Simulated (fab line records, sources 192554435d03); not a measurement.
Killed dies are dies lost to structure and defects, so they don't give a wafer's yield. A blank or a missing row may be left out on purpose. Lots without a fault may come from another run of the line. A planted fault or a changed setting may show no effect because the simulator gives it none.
Problem report in the 8D (eight disciplines) form, filled by code | flow n5_finfet | the parts of the form that need people (team, actions taken, sign-off) are left out

1. THE PROBLEM
sort_bin_4_leakage at N5_PASSIVATION_PROBE_49 reads a mean of 0.68 % on 2 wafers of 1 lot; wafers without a fault read 0.00 % with a standard deviation of 0.011. That is +61 standard deviations from the usual mean.
First seen on wafer L903.1, day 15 20:10, on prober-02. The record holds 25 wafers of 9 lots with a number at this step. Rule for "out", or "out of limits": more than 4 standard deviations from the usual mean. The other wafers with a number count as sound.

2. WHAT IT IS AND WHAT IT IS NOT
question                    | is                 | is not
which readings at this step | sort_bin_4_leakage | defect_limited_yield, killed_at_M0_to_M3, killed_at_M4_up, killed_at_contacts, killed_at_front_end, killed_at_other, killed_dies, killed_open, killed_short, sort_bin_5_function, sort_bin_6_memory, sort_bin_8_speed, sort_n_pass, sort_yield_pct
which lots                  | L903               | L890, L891, L892, L893, L894, L895, L900, L911
which wafers of those lots  | L903.1, L903.6     | L903.3
read on which tools         | prober-02          | prober-01
when                        | from day 15 20:10  | up to then (19 sound wafers); but 4 sound wafers of L903, L911 came after

3. SUSPECTS, AND WHAT RULES EACH OUT
Counting: a tool at a process step up to the reading stays a suspect if it ran every lot that is out. Sound lots after the first of them don't rule it out here, since some wafers of a struck lot are sound.
- rie_diel-06 at N5_BEOL_M5_VIA_ETCH_34 (etches SiCOH lowk in C4F6/O2, target depth 88.3 nm, time 39.2 s): kept. It ran the lot that is out, L903 (day 11 20:32); its last sound lot up to then is L893 (day 8 17:47).
- rie_diel-06 at N5_BEOL_M5_STRIP_91 (strips in N2/H2, time 10 s): kept. It ran the lot that is out, L903 (day 11 22:05); its last sound lot up to then is L893 (day 8 18:53). N5_BEOL_M5_STRIP_91 gives no start for some lots, so the hours and the order of its lots are those of N5_BEOL_M5_ALD_86.
- ald_metal-04 at N5_BEOL_M5_ALD_86 (deposits TaN, pulse time 2 s, purge time 3 s, co reactant purge time 2 s): kept. It ran the lot that is out, L903 (day 11 22:05); its last sound lot up to then is L900 (day 10 18:21).
- pvd_sputter-02 at N5_BEOL_M5_SPUTTER_81 (material Cu, target thk 15 nm, time 27.62 s): kept. It ran the lot that is out, L903 (day 11 23:44); its last sound lot up to then is L895 (day 9 03:20).
- prober-02 at N5_PASSIVATION_PROBE_49: kept. It ran the lot that is out, L903 (day 15 20:10); its last sound lot up to then is L900 (day 14 20:45). Its own readings are out on those wafers: sort_bin_4_leakage.
- Within rie_diel-06 at N5_BEOL_M5_VIA_ETCH_34: the wafers that are out ran in chambers 1, 2; their sound lot-mates ran in chamber 0.
- Within rie_diel-06 at N5_BEOL_M5_STRIP_91: the wafers that are out ran in chambers 1, 2; their sound lot-mates ran in chamber 0.
- Within ald_metal-04 at N5_BEOL_M5_ALD_86: the wafers that are out ran in chambers 0, 1; their sound lot-mates ran in chamber 3.
Left after counting: rie_diel-06 at N5_BEOL_M5_VIA_ETCH_34, rie_diel-06 at N5_BEOL_M5_STRIP_91, ald_metal-04 at N5_BEOL_M5_ALD_86, pvd_sputter-02 at N5_BEOL_M5_SPUTTER_81, prober-02 at N5_PASSIVATION_PROBE_49.

4. THE CAUSE (what the simulator had put in)
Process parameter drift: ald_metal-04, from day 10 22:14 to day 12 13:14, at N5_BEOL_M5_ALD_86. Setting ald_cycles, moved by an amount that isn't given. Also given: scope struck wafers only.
Counting left 5 suspects, and this tool is among them.

5. THE CHAIN OF EFFECTS, in route order
Each row: a reading whose mean over the struck wafers that have a number lies more than 3 standard deviations from the usual. Only readings for which the record gives a usual standard deviation are gone through. hours: the time from each lot's start at the first step in this table that gives one to its start at this step, as a median over the lots. sigmas: the change in usual standard deviations.
hours | step                    | reading            | usual  | on struck wafers | change | sigmas
0     | N5_PASSIVATION_PROBE_49 | sort_bin_4_leakage | 0.00 % | 0.68             | +0.68  | +61
The process steps in it:
- N5_PASSIVATION_PROBE_49

6. WHAT WOULD HAVE CAUGHT IT SOONER
In this record the first reading out of limits was taken at day 15 20:10, 118 hours after the fault began at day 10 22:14.
Of the tool readings at N5_BEOL_M5_ALD_86 for which the record gives a usual standard deviation, none was out on any struck wafer, so an alarm limit of 4 standard deviations on them would not have fired.
All the lots that are out (1) had begun N5_BEOL_M5_ALD_86 on ald_metal-04 by day 15 20:10. A hold on the tool at that time would have spared none of them.
